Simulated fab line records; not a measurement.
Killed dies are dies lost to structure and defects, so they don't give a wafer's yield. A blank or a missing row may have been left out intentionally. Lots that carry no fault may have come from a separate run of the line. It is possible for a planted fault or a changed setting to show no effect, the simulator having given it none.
Which of the tools did it? | flow nand harc | 39 wafers from 13 lots sampled at 4 of the route's 1302 steps

== WHAT THE GAUGES SHOWED, per wafer ==
NHARC_A_BLC_OVL_MEAS_11. Usual: overlay x nm -0.2 nm, standard deviation 0.94; overlay y nm 0.2 nm, standard deviation 0.83.
lot  | measured     | on         | overlay x nm (nm) | overlay y nm (nm) | flag
L970 | day 23 04:52 | overlay-01 | -0.9 -1.2 -1.0    | 0.6 0.4 0.8       |
L969 | day 23 07:58 | overlay-01 | 0.8 0.3 0.2       | -0.5 0.1 -0.4     |
L972 | day 23 09:57 | overlay-01 | -0.4 -0.7 -0.2    | 0.6 1.1 0.7       |
L973 | day 23 18:57 | overlay-02 | 0.0 -0.4 -0.2     | 0.6 0.4 0.6       |
L974 | day 23 21:55 | overlay-01 | 0.0 0.5 0.7       | -1.1 -0.6 -1.3    |
L975 | day 24 10:31 | overlay-02 | 0.7 0.9 1.0       | 0.0 0.3 0.4       |
L976 | day 25 08:42 | overlay-02 | 1.1 1.1 1.3       | 1.2 0.4 0.6       |
L977 | day 26 06:50 | overlay-02 | -0.5 -0.6 -0.1    | -0.9 -0.9 -1.4    |
L978 | day 26 17:37 | overlay-02 | 0.1 -0.5 -0.5     | -0.7 -0.2 -1.0    |
L979 | day 26 22:23 | overlay-01 | -0.3 0.1 0.3      | 2.0 2.1 2.0       |
L980 | day 27 04:05 | overlay-02 | -1.0 -1.0 -0.7    | -0.8 -1.0 -0.9    |
L988 | day 30 09:26 | overlay-02 | 0.0 -0.4 0.0      | 0.9 0.6 0.4       |
L991 | day 31 08:49 | overlay-01 | 2.1 1.5 2.2       | 1.9 1.6 1.2       |

NHARC_A_BLC_CD_MEAS_19. Usual: cd nm reads 100.5 nm (standard deviation 2.1).
lot  | measured     | on        | cd nm (nm)        | flag
L970 | day 23 06:07 | cd sem-03 | 98.6 97.2 99.1    |
L969 | day 23 09:02 | cd sem-02 | 102.0 103.2 104.2 |
L972 | day 23 11:02 | cd sem-02 | 96.1 102.1 97.1   |
L973 | day 23 20:01 | cd sem-03 | 100.2 101.1 101.2 |
L974 | day 23 22:59 | cd sem-02 | 97.7 98.4 98.8    |
L975 | day 24 11:35 | cd sem-03 | 101.3 98.2 100.5  |
L976 | day 25 09:46 | cd sem-02 | 104.9 98.6 99.6   |
L977 | day 26 07:54 | cd sem-01 | 103.9 101.2 102.1 |
L978 | day 26 18:40 | cd sem-02 | 101.2 100.7 101.0 |
L979 | day 26 23:27 | cd sem-02 | 102.4 98.3 101.4  |
L980 | day 27 05:08 | cd sem-02 | 99.6 104.0 100.1  |
L988 | day 30 10:30 | cd sem-03 | 103.6 104.7 99.4  |
L991 | day 31 09:58 | cd sem-01 | 100.1 102.0 99.8  |

NHARC_A_M0_THK_MEAS_24: measures by xrf. Usual: thk nm reads 114.0 nm (standard deviation 1.6).
lot  | measured     | on            | thk nm (nm)       | flag
L970 | day 23 11:32 | film metro-02 | 112.7 112.5 112.3 |
L969 | day 23 14:28 | film metro-01 | 112.4 111.4 114.6 |
L972 | day 23 16:16 | film metro-01 | 114.3 111.7 111.2 |
L973 | day 24 01:28 | film metro-02 | 116.6 114.4 112.3 |
L974 | day 24 04:26 | film metro-01 | 113.9 112.7 117.0 |
L975 | day 24 22:42 | film metro-02 | 112.5 113.0 113.2 |
L976 | day 25 15:13 | film metro-02 | 113.7 115.5 113.4 |
L977 | day 26 13:11 | film metro-01 | 112.6 113.3 114.8 |
L978 | day 26 23:58 | film metro-01 | 113.1 116.2 113.2 |
L979 | day 27 04:51 | film metro-02 | 111.9 115.3 113.9 |
L980 | day 27 10:31 | film metro-01 | 111.5 113.0 115.5 |
L988 | day 30 15:45 | film metro-01 | 114.9 111.5 113.2 |
L991 | day 31 15:25 | film metro-01 | 113.8 114.9 113.2 |

== TOOL THAT RAN EACH LOT (tool first, then ch and the chambers of the sampled wafers, then the start) ==
lot  | NHARC_A_M0_PVD_20
L970 | pvd sputter-01, day 23 10:16
L969 | pvd sputter-03, day 23 13:10
L972 | pvd sputter-02, day 23 15:01
L973 | pvd sputter-01, day 24 00:12
L974 | pvd sputter-02, day 24 03:10
L975 | pvd sputter-01, day 24 21:25
L976 | pvd sputter-02, day 25 13:56
L977 | pvd sputter-03, day 26 11:54
L978 | pvd sputter-01, day 26 22:41
L979 | pvd sputter-02, day 27 03:34
L980 | pvd sputter-02, day 27 09:13
L988 | pvd sputter-02, day 30 14:29
L991 | pvd sputter-01, day 31 14:08
- NHARC_A_M0_PVD_20: deposits TaN, target thk 5 nm, time 8.06 s.

== WHAT THE TOOLS THEMSELVES READ (means of the sampled wafers that have a number; where no wafer has one, the mark that the record gives instead) ==
NHARC_A_M0_PVD_20. Usual: substrate temp c 50.00 C, standard deviation 0.12; throttle valve pct 30.4 %, standard deviation 1.
lot  | tool           | substrate temp c (C) | throttle valve pct (%) | flag
L970 | pvd sputter-01 | 50.01                | 30.1                   |
L969 | pvd sputter-03 | 49.97                | 29.4                   |
L972 | pvd sputter-02 | 49.91                | 30.9                   |
L973 | pvd sputter-01 | 50.03                | 30.3                   |
L974 | pvd sputter-02 | 49.94                | 30.8                   |
L975 | pvd sputter-01 | 50.00                | 29.7                   |
L976 | pvd sputter-02 | 49.89                | 30.9                   |
L977 | pvd sputter-03 | 49.97                | 29.3                   |
L978 | pvd sputter-01 | 50.08                | 29.5                   |
L979 | pvd sputter-02 | 49.97                | 30.7                   |
L980 | pvd sputter-02 | 50.11                | 30.9                   |
L988 | pvd sputter-02 | 49.90                | 31.0                   |
L991 | pvd sputter-01 | 49.97                | 29.9                   |

== THE ANSWER, worked out from the rows above alone ==
Rule: a lot counts as off when the mean over its wafers that have a number is more than 3 standard deviations away from the usual mean. A lot without any number at a reading at which 4 lots or more have one is off too. Where the step has rows for the other lots, those lots are counted as sound. Order of review: gauges by route order, followed by the tools' own readings, for which a lot's mean as printed above is used. The first step at which some lot is off is used, and at that step the reading that is off furthest; a lot without a number counts as furthest.
No lot is off on any of the readings shown, so nothing can be concluded from this.

== WHAT THE SIMULATOR PUT IN ==
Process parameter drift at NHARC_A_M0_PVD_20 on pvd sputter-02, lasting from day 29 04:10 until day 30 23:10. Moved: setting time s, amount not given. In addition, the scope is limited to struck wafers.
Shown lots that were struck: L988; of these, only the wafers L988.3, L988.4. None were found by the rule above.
